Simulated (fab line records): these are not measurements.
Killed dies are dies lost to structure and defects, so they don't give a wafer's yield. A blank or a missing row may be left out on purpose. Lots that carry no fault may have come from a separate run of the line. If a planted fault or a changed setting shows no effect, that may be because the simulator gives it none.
A lot that was struck, set against a sound lot -- flow n5-finfet -- 15 steps out of a route of 1938
Sound: these wafers, L825.1, L825.5, L825.6. Struck: wafer L819.6 (L819.3, L819.5, from the same lot, were not struck and are left out); the cause is given at the end.
For every step that has rows: the tool of each side, followed by ch and its chambers, followed by its first start. Under that, the readings that differ: sound wafers -- struck wafers -- difference of the means -- sigmas: that difference in standard deviations of wafers without a fault.
alike: readings with means less than 2 such deviations apart, plus words and numbers identical on both sides. not compared: withheld readings, readings lacking a value on some wafer, bounds such as >300 that could conceal the same value, and numbers that have no deviation in the record and whose values overlap.
The two part at a step that has a row with sigmas, a row that says differs or no value, or rows on one side only. Numbers that don't overlap but have no deviation are shown without sigmas and don't part them. A reading missing from all wafers of one side parts the sides only when that side holds two or more wafers.

first, 8 steps without rows for these wafers: N5_BEOL_M8_COAT_64 (time 60 s, resist thk 12 nm); N5_BEOL_M8_COAT_71 (time 60 s, resist thk 5 nm); N5_BEOL_M8_COAT_22 (resist thk 30 nm); N5_BEOL_M8_EBR_24; N5_BEOL_M8_SOFTBAKE_23 (time 60 s); N5_BEOL_M8_EXPOSE_25 (exposes mask V7, target cd 40 nm); N5_BEOL_M8_PEB_26 (peb time 60 s); N5_BEOL_M8_DEVELOP_27 (develop time 30 s).
N5_BEOL_M8_CD_MEAS_28: target cd 40 nm.
  sound on cd-sem-01 ch 0, day 14 18:36; struck on cd-sem-03 ch 0, day 12 12:03
reading,sound,struck,difference,sigmas
cd-nm (nm),40.48 40.71 40.24,39.90,-0.58,-2
N5_BEOL_M8_OVL_MEAS_29:
  sound on overlay-02 ch 0, day 14 18:38; struck on overlay-01 ch 0, day 12 12:05
  alike: V7_OVL
N5_BEOL_M8_INSPECT_30: inspects for defects (brightfield).
  struck on defect-inspect-01, day 12 12:08; sound on defect-inspect-01, day 14 18:41
  alike: raw-defect-count
N5_BEOL_M8_DESCUM_33: chemistry O2, time 7 s.
  sound on rie-diel-02 ch 2,3, day 14 19:31; struck on rie-diel-04 ch 3, day 12 12:41
reading,sound,struck,difference,sigmas
oes-product-au (a.u.),0.67 0.66 0.67,0.88,+0.21,+3
  alike: drypump-motor-current-A, rf-vpp-V, showerhead-plenum-p-Torr, throttle-valve-pct
  not compared: rf-hours-counter-h
N5_BEOL_M8_ETCH_72: etches underlayer in N2/H2, target depth 6.5 nm, time 5.2 s.
  sound on rie-diel-02 ch 2,3, day 14 19:32; struck on rie-diel-04 ch 3, day 12 12:43
reading,sound,struck,difference,sigmas
etch-rf-on-time-s (s),5.33 5.26 5.08,8.62,+3.40,+31
  alike: drypump-motor-current-A, oes-product-au, rf-vpp-V, showerhead-plenum-p-Torr, throttle-valve-pct
  not compared: rf-hours-counter-h
N5_BEOL_M8_ETCH_65: etches SiARC in CF4, target depth 15.6 nm, time 26 s.
  sound on rie-diel-02 ch 2,3, day 14 19:34; struck on rie-diel-04 ch 3, day 12 12:44
reading,sound,struck,difference,sigmas
oes-product-au (a.u.),0.57 0.57 0.60,0.73,+0.15,+2
  alike: drypump-motor-current-A, etch-rf-on-time-s, rf-vpp-V, showerhead-plenum-p-Torr, throttle-valve-pct
  not compared: rf-hours-counter-h
-- record jumps: 3 days separate the struck wafers' starts on either side; left off in module BEOL_M8, taken up again in module PASSIVATION, whose first shown step is the route's number 1936 --
N5_PASSIVATION_PROBE_49:
  the record has rows for the struck wafers here (prober-02, day 15 10:13) and none for the sound ones

WHERE THEY PART
First at N5_BEOL_M8_CD_MEAS_28; last, within this record, at N5_PASSIVATION_PROBE_49.

WHY: what the simulator had put in
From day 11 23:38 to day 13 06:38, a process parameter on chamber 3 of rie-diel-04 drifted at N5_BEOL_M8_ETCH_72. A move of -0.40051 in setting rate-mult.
